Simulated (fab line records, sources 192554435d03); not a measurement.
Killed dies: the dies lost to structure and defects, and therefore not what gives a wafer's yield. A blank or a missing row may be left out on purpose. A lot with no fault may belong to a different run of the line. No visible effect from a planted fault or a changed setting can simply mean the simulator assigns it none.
Matching of chambers -- flow n5-finfet -- N5_BEOL_M6_ETCH_65 on rie-diel-02 has 4 sister chambers
The step etches SiARC in CF4, target depth 15.6 nm, time 26 s. 16 wafers are shown with their chamber, then 8 later ones without.

== WAFERS PAIRED WITH THEIR CHAMBERS ==
wafer,chamber,drypump-motor-current-A (A),showerhead-plenum-p-Torr (Torr),throttle-valve-pct (%)
L077.1,1,5.3,2.10,15.37
L077.2,3,4.9,2.14,15.67
L077.6,1,5.4,2.10,15.37
L078.1,0,5.6,2.13,15.95
L078.4,2,5.0,2.04,15.96
L078.6,0,5.6,2.13,15.93
L081.2,2,5.0,2.04,15.97
L081.4,1,5.3,2.09,15.39
L081.6,2,5.0,2.04,15.96
L088.1,2,5.0,2.04,15.99
L088.2,0,5.6,2.13,15.97
L088.3,3,4.9,2.14,15.72
L087.3,1,5.3,2.09,15.41
L087.5,3,4.9,2.13,15.71
L087.6,2,5.0,2.04,15.98
L090.1,1,5.4,2.09,15.42

SIGNATURES, as means of the wafers listed above
reading,chamber 0,chamber 1,chamber 2,chamber 3,scatter within a chamber
drypump-motor-current-A,5.600,5.340,5.000,4.900,0.0316
showerhead-plenum-p-Torr,2.1300,2.0940,2.0400,2.1367,0.00394
throttle-valve-pct,15.9500,15.3920,15.9720,15.7000,0.0203
Rule: a wafer's distance from a chamber is the root of the sum, over the readings, of the square of ((its reading less the chamber's mean) divided by the reading's scatter). If the next closest chamber is less than 2 further off than the closest, the wafer can't be placed; otherwise it belongs to the closest. The scatter is the square root of a quotient: the sum, over the shown wafers, of each reading's squared deviation from its chamber's mean, divided by wafers minus chambers.

== WAFERS WITH NO CHAMBER GIVEN ==
wafer,drypump-motor-current-A (A),showerhead-plenum-p-Torr (Torr),throttle-valve-pct (%)
L090.2,5.6,2.12,16.00
L090.5,5.6,2.12,16.00
L093.1,5.3,2.09,15.43
L093.4,4.9,2.13,15.74
L093.6,5.6,2.12,16.00
L097.3,5.6,2.12,16.02
L097.4,4.9,2.13,15.78
L097.6,4.9,2.13,15.75

== EACH ONE'S CHAMBER ==
wafer,from the rows above,in truth
L090.2,0,0
L090.5,0,0
L093.1,1,1
L093.4,3,3
L093.6,0,0
L097.3,0,0
L097.4,3,3
L097.6,3,3
Placed correctly: 8 of 8. Can't be placed from these rows: 0. Number placed wrongly: 0.
